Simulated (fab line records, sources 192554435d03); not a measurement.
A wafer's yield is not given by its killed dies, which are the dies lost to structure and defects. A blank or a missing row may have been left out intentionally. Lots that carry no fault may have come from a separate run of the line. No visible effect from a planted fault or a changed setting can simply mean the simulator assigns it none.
Chamber matching / flow n5 finfet / N5_HKMG_FIN_ALD_91 on ald metal-03: 4 sister chambers
The step deposits TiN, target thk 1 nm, pulse time 1 s, purge time 3 s. 4 wafers are shown with their chamber, then 10 later ones without.

== WAFERS, EACH WITH ITS CHAMBER ==
wafer=L088.3; chamber=0; heater power w (W)=1043
wafer=L088.6; chamber=1; heater power w (W)=800
wafer=L092.2; chamber=3; heater power w (W)=951
wafer=L092.3; chamber=2; heater power w (W)=878

== WAFERS WITHOUT THEIR CHAMBER ==
wafer=L092.6; heater power w (W)=1074
wafer=L093.1; heater power w (W)=1062
wafer=L093.2; heater power w (W)=851
wafer=L093.3; heater power w (W)=949
wafer=L093.4; heater power w (W)=1051
wafer=L093.5; heater power w (W)=896
wafer=L093.6; heater power w (W)=953
wafer=L096.1; heater power w (W)=970
wafer=L096.3; heater power w (W)=809
wafer=L096.4; heater power w (W)=879

== WHICH CHAMBER EACH WENT THROUGH ==
wafer=L092.6; from the rows above=0; in truth=0
wafer=L093.1; from the rows above=0; in truth=0
wafer=L093.2; from the rows above=can't be placed: 2 or 1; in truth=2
wafer=L093.3; from the rows above=3; in truth=3
wafer=L093.4; from the rows above=0; in truth=0
wafer=L093.5; from the rows above=2; in truth=2
wafer=L093.6; from the rows above=3; in truth=3
wafer=L096.1; from the rows above=3; in truth=3
wafer=L096.3; from the rows above=1; in truth=1
wafer=L096.4; from the rows above=2; in truth=2
Correctly placed: 9 of 10. Can't be placed from these rows: 1 (the true chamber is among the candidates in 1). 0 placed wrongly.
How it was worked out, from the rows above alone: a wafer's distance from a chamber is the root of the sum, over the readings, of the square of ((its reading less the chamber's mean) divided by the reading's scatter). If the next closest chamber is less than 2 further off than the closest, the wafer can't be placed; otherwise it belongs to the closest. Each chamber's mean is taken over the wafers shown for it. The scatter: with one shown wafer a chamber, the root of the mean of the squares of how far each hidden wafer lies from its nearest shown one.
